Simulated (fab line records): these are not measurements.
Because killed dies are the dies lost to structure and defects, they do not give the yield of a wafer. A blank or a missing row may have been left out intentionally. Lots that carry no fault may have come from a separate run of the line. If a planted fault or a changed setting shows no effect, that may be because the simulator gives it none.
Struck lot and sound lot, side by side | flow nand-harc | 44 steps out of a route of 1302
Sound: the wafers L627.1, L627.5, L627.6. The struck wafers were L620.1, L620.4, L620.5. Last of all comes the cause.
Per side, at each step with rows, come the tool, then ch with its chambers, and then its first start. Under that, the readings that differ: sound wafers | struck wafers | difference of the means | sigmas: that difference in standard deviations of wafers without a fault.
alike: same words and numbers on both sides, and readings whose means sit less than 2 such deviations apart. not compared: any withheld reading, any reading some wafer has no value for, any bound like >300 that may hide the same value, and any number with overlapping values for which the record gives no deviation.
The two part at a step that has a row with sigmas, a row that says differs or no value, or rows on one side only. Non-overlapping numbers with no deviation appear without sigmas and do not part them. A reading missing from all wafers of one side parts the sides only when that side holds two or more wafers.

first, 5 steps without rows for these wafers: NHARC_P_GATE_SOFTBAKE_06 (time 95 s); NHARC_P_GATE_EBR_07; NHARC_P_GATE_EXPOSE_08 (exposes mask P HV); NHARC_P_GATE_PEB_09 (peb time 85 s); NHARC_P_GATE_DEVELOP_10 (time 70 s).
NHARC_P_GATE_CD_MEAS_11: target cd 1640 nm.
  sound on cd-sem-03 ch 0, day 12 07:15; struck on cd-sem-03 ch 0, day 9 09:55
  alike: cd-nm
then, 6 steps without rows for these wafers: NHARC_P_GATE_HARDBAKE_12 (time 80 s); NHARC_P_GATE_DESCUM_13 (chemistry O2, time 3 s); NHARC_P_GATE_ETCH_14 (etches SiO2 in dHF, target depth 48.8 nm); NHARC_P_GATE_STRIP_15 (strips in SPM, time 780 s); NHARC_P_GATE_PRECLEAN_71 (cleans in SC1); NHARC_P_GATE_SRD_72.
NHARC_P_GATE_OXIDE_16: material SiO2, target thk 3 nm, ox time 392 s.
  sound on furnace-06 ch 0, day 12 12:42; struck on furnace-08 ch 0, day 9 13:41
  alike: spike-tc-upper-C
then, 11 steps without rows for these wafers: NHARC_P_GATE_CVD_17 (deposits poly-Si, target thk 150 nm, time 900 s); NHARC_P_GATE_HM_DEP_102 (deposits aC, target thk 120 nm); NHARC_P_GATE_DEP_103 (deposits SiON, target thk 30 nm); NHARC_P_GATE_DEHYDRATE_18 (time 120 s); NHARC_P_GATE_HMDS_19 (time 30 s); NHARC_P_GATE_COAT_20 (resist thk 90 nm); NHARC_P_GATE_SOFTBAKE_21 (time 55 s); NHARC_P_GATE_EBR_22; NHARC_P_GATE_EXPOSE_23 (exposes mask P GATE, target cd 120 nm); NHARC_P_GATE_PEB_24 (peb time 65 s); NHARC_P_GATE_DEVELOP_25 (develop time 35 s).
NHARC_P_GATE_CD_MEAS_26: target cd 120 nm.
  sound on cd-sem-02 ch 0, day 12 22:52; struck on cd-sem-03 ch 0, day 9 23:47
  alike: cd-nm
NHARC_P_GATE_OVL_MEAS_27:
  struck on overlay-01, day 9 23:52; sound on overlay-01, day 12 22:58
  reading           | sound       | struck         | difference | sigmas
  overlay-x-nm (nm) | 0.8 0.6 0.7 | -1.5 -1.3 -1.2 | -2.0       | -2
  alike: overlay-y-nm
NHARC_P_GATE_INSPECT_28:
  struck on defect-inspect-02, day 9 23:54; sound on defect-inspect-02, day 12 22:59
  reading          | sound | struck      | difference | sigmas
  raw-defect-count | 9 8 2 | 894 914 881 | +890       | +99 or more
NHARC_P_GATE_DESCUM_31: chemistry O2, time 3 s.
  sound on rie-diel-01 ch 0,1,2, day 12 23:05; struck on rie-diel-01 ch 0,1,3, day 9 23:59
  alike: drypump-motor-current-A, oes-product-au, rf-vpp-V, showerhead-plenum-p-Torr, throttle-valve-pct
  not compared: rf-hours-counter-h
NHARC_P_GATE_ETCH_104: etches the open film in CF4/CHF3, target depth 60 nm.
  sound on rie-diel-01 ch 2,3, day 12 23:08; struck on rie-diel-01 ch 1,3, day 10 00:03
  alike: drypump-motor-current-A, oes-product-au, rf-vpp-V, showerhead-plenum-p-Torr, throttle-valve-pct
NHARC_P_GATE_HM_OPEN_105: chemistry O2/COS, target depth 360 nm.
  sound: rie-diel-01 ch 1,2,3; struck: rie-diel-01 ch 2,3
  alike: drypump-motor-current-A, oes-product-au, rf-vpp-V, showerhead-plenum-p-Torr, throttle-valve-pct
  not compared: rf-hours-counter-h
then, 4 steps without rows for these wafers: NHARC_P_GATE_STRIP_106 (strips in O2/COS); NHARC_P_GATE_ETCH_114 (etches the open film in CF4/O2, target depth 30 nm, overetch 3 nm, time 16.5 s); NHARC_P_GATE_ETCH_32 (etches the open film in HBr/Cl2, target depth 150 nm, time 100.1 s); NHARC_P_GATE_STRIP_108 (strips in O2).
NHARC_P_GATE_CD_MEAS_33:
  struck on cd-sem-01, day 10 00:46; sound on cd-sem-03, day 12 23:51
  alike: cd-nm
then, 4 steps without rows for these wafers: NHARC_P_GATE_STRIP_35 (strips in SPM, time 600 s); NHARC_P_GATE_PRECLEAN_73 (cleans in SC1); NHARC_P_GATE_SRD_74; NHARC_P_GATE_ALD_36 (deposits SiNx, target thk 20 nm, pulse time 60 s, ald cycles 223).
NHARC_P_GATE_ETCHBACK_37: etches the open film in CHF3/O2, target depth 34.5 nm, time 17.2 s.
  sound: rie-diel-01 ch 2,3; struck: rie-diel-01 ch 0,1
  alike: drypump-motor-current-A, oes-product-au, rf-vpp-V, showerhead-plenum-p-Torr, throttle-valve-pct
  not compared: rf-hours-counter-h
NHARC_P_GATE_STRIP_101: strips in O2, time 20 s.
  sound on rie-diel-01 ch 0,1,3, day 13 10:11; struck on rie-diel-01 ch 0,1,3, day 10 10:51
  alike: drypump-motor-current-A, oes-product-au, rf-vpp-V, showerhead-plenum-p-Torr, throttle-valve-pct
  not compared: rf-hours-counter-h
then, 1 step without rows for these wafers: NHARC_P_GATE_PRECLEAN_97 (cleans in SPM, time 600 s).
NHARC_P_GATE_INSPECT_68:
  struck on defect-inspect-02, day 10 21:22; sound on defect-inspect-01, day 13 17:32
  reading          | sound       | struck        | difference | sigmas
  raw-defect-count | 212 117 144 | 1072 1034 995 | +876       | +9
-- record jumps: 18 days between struck wafers' starts before vs after; left off in module P_GATE, resumes in module END, first step shown is number 1302 of the route --
NHARC_END_SORT_01:
  here the record holds rows for the struck wafers (prober-02 ch 0, day 29 05:30) but none for the sound ones

WHERE THEY PART
First at NHARC_P_GATE_OVL_MEAS_27; last, within this record, at NHARC_END_SORT_01.

WHY: the cause the simulator had injected
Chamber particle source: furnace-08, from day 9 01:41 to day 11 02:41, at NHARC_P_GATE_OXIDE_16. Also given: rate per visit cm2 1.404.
